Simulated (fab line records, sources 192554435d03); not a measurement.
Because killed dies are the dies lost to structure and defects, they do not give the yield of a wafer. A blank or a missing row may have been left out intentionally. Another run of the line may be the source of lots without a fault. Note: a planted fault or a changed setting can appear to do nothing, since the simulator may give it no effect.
Commonality check across tools	flow n5Finfet	9 lots, 27 wafers sampled

## REASON FOR OPENING
At N5_BEOL_M4_RC_MEAS_101 the reading RS_PWELL is flagged on 2 of 9 lots. Fault-free wafers read 3010 ohm/sq, with a standard deviation of 22.
Rule: flag the lot when none of its wafers has a number, or when each of its wafers that has one lies beyond 4 standard deviations from that mean. All remaining lots are regarded as sound.

lot	measured	on	RS_PWELL (ohm/sq), wafer by wafer	flag
L463	day 8 04:23	prober-01	3006 2973 2976	
L470	day 9 22:11	prober-01	2547 2566 2554	FLAGGED
L468	day 9 22:53	prober-02	3008 2987 2982	
L471	day 10 15:37	prober-01	2549 2540 2552	FLAGGED
L476	day 11 12:02	prober-01	3008 3027 3020	
L480	day 12 05:52	prober-01	3029 3024 3008	
L481	day 12 20:40	prober-02	2975 3018 2997	
L483	day 13 04:31	prober-01	3022 3031 3027	
L486	day 14 09:07	prober-02	3013 3011 2982	
The mean of the flagged lots' numbers is 2551 ohm/sq, -459 ohm/sq from the usual (-21 standard deviations).

## WHICH TOOL EACH LOT WENT THROUGH
Before the reading, the record contains 2 process steps out of a 1938-step route. Read each cell as the tool, then ch plus the chambers that the sampled wafers visited, then the start.
lot	flag	N5_ZERO_LAYER_ETCH_17	N5_WELL_APT_RTA_34
L463		rieDiel-04 ch 1,2,3, day 1 12:58	rtpAnneal-01 ch 0, day 1 16:20
L470	FLAGGED	rieDiel-04 ch 0,3, day 3 06:50	rtpAnneal-01, day 3 09:47
L468		rieDiel-06 ch 0,3, day 2 18:43	rtpAnneal-01 ch 0, day 2 21:49
L471	FLAGGED	rieDiel-01 ch 0,1, day 3 12:43	rtpAnneal-01, day 3 15:41
L476		rieDiel-04 ch 1,3, day 4 19:02	rtpAnneal-01 ch 0, day 4 22:22
L480		rieDiel-06 ch 0,2, day 5 18:46	rtpAnneal-01 ch 0, day 5 21:49
L481		rieDiel-04 ch 1,3, day 6 00:56	rtpAnneal-01 ch 0, day 6 03:59
L483		rieDiel-04 ch 0,2,3, day 6 12:46	rtpAnneal-01 ch 0, day 6 16:41
L486		rieDiel-06 ch 1,2,3, day 7 08:26	rtpAnneal-02 ch 0, day 7 11:34
What the steps here do:
- N5_ZERO_LAYER_ETCH_17: etches SiO2 in CF4, target depth 12 nm, time 13.3 s.
- N5_WELL_APT_RTA_34: time 10 s.
- N5_BEOL_M4_RC_MEAS_101

## FLAGGED AGAINST TOTAL, ONE TOOL AT A TIME (gauges that did the reading follow at the end)
step	tool	lots run	flagged	share of the flagged lots	sound lots run after its first flagged lot
N5_ZERO_LAYER_ETCH_17	rieDiel-01	1	1	some	0
N5_ZERO_LAYER_ETCH_17	rieDiel-04	5	1	some	3 (L476,L481,L483)
N5_ZERO_LAYER_ETCH_17	rieDiel-06	3	0	none	-
N5_WELL_APT_RTA_34	rtpAnneal-01	8	2	all	4 (L476,L480,L481,L483)
N5_WELL_APT_RTA_34	rtpAnneal-02	1	0	none	-
N5_BEOL_M4_RC_MEAS_101	prober-01	6	2	all	3 (L476,L480,L483)
N5_BEOL_M4_RC_MEAS_101	prober-02	3	0	none	-

## WHAT THE TABLE PERMITS
Table rows that saw every flagged lot: 2, namely rtpAnneal-01 at N5_WELL_APT_RTA_34 and prober-01 at N5_BEOL_M4_RC_MEAS_101.
- rtpAnneal-01 at N5_WELL_APT_RTA_34 ran 8 lots, 2 of them flagged. Sound lots followed the first flagged one (L476, L480, L481, L483) on it, something a lasting fault affecting the whole tool could not allow. On the flagged lots its readings are blank where sound lots have values: annealTempCMax, lampPowerPct, lamp_zone_5_pct, lamp_zone_7_pct and 1 more.
- prober-01 at N5_BEOL_M4_RC_MEAS_101 ran 6 lots, 2 of them flagged. Sound lots followed the first flagged one (L476, L480, L483) on it, something a lasting fault affecting the whole tool could not allow.
Every row of the table either missed a flagged lot or ran a sound lot after the first.

## WHAT THE SIMULATOR HAD INSERTED
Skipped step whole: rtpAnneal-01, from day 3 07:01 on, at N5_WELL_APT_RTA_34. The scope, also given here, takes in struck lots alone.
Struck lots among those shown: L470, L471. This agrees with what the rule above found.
